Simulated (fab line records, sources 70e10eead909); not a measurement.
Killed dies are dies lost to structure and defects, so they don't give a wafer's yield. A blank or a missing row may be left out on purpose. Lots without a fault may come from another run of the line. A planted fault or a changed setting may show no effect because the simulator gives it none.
Which tool did it? | flow nand_harc | 6 lots, 18 wafers sampled, at 3 steps of a route of 1302

WHAT THE GAUGES READ, wafer by wafer
NHARC_P_GATE_CD_MEAS_46: target cd 720 nm.
lot  | measured     | on        | cd_nm (nm)
L310 | day 7 00:47  | cd_sem-03 | 717.2 721.4 719.3
L312 | day 8 00:20  | cd_sem-01 | 718.9 717.0 720.5
L319 | day 11 09:35 | cd_sem-03 | 722.0 721.1 719.3
L323 | day 12 11:20 | cd_sem-02 | 721.9 718.2 717.6
L327 | day 14 05:23 | cd_sem-02 | 718.7 718.1 720.2
L329 | day 15 09:31 | cd_sem-03 | 718.9 717.7 719.4

WHICH TOOL RAN EACH LOT (tool, then ch and the chambers of the sampled wafers, then the start)
lot  | NHARC_P_GATE_ETCH_104              | NHARC_P_GATE_HM_OPEN_105
L310 | rie_diel-13 ch 0,2,3, day 6 13:01  | rie_diel-13 ch 0,1,3, day 6 13:00
L312 | rie_diel-13 ch 1,3, day 7 12:36    | rie_diel-13 ch 0,2, day 7 12:00
L319 | rie_diel-13 ch 1,3, day 10 22:05   | rie_diel-13 ch 0,2,3, day 10 22:00
L323 | rie_diel-08 ch 0,1, day 11 23:40   | rie_diel-08 ch 0,3, day 11 23:00
L327 | rie_diel-13 ch 0,1, day 13 17:37   | rie_diel-13 ch 0,1,2, day 13 17:00
L329 | rie_diel-13 ch 0,1,2, day 14 21:34 | rie_diel-13 ch 0,2,3, day 14 21:00
- NHARC_P_GATE_ETCH_104: etches the open film in CF4/CHF3, target depth 60 nm.
- NHARC_P_GATE_HM_OPEN_105: chemistry O2/COS, target depth 360 nm.

THE ANSWER, worked out from the rows above alone
Rule: what is usual is taken from the lots themselves. Put in order of their means at a reading, lots are off if they are a third of the lots or fewer, leave a main group of 4 or more, and stand apart from it by a gap of 3 or more times the standard deviation of the main group's means; of several such gaps the widest counts. A main group whose means are all the same, to the digits that the tables above print for the reading, isn't used. A lot without any number at a reading at which 4 lots or more have one is off too. The other lots that the step has rows for count as sound.
Off: L319, at NHARC_P_GATE_CD_MEAS_46 (cd_nm). The main group: mean 719.0 nm, standard deviation 0.24.
A tool fits if, at a process step before that reading, it ran every lot that is off, and no sound lot after the first of them. The gauges at NHARC_P_GATE_CD_MEAS_46 are tried like those tools. None of those tried fits.

WHAT THE SIMULATOR HAD PUT IN
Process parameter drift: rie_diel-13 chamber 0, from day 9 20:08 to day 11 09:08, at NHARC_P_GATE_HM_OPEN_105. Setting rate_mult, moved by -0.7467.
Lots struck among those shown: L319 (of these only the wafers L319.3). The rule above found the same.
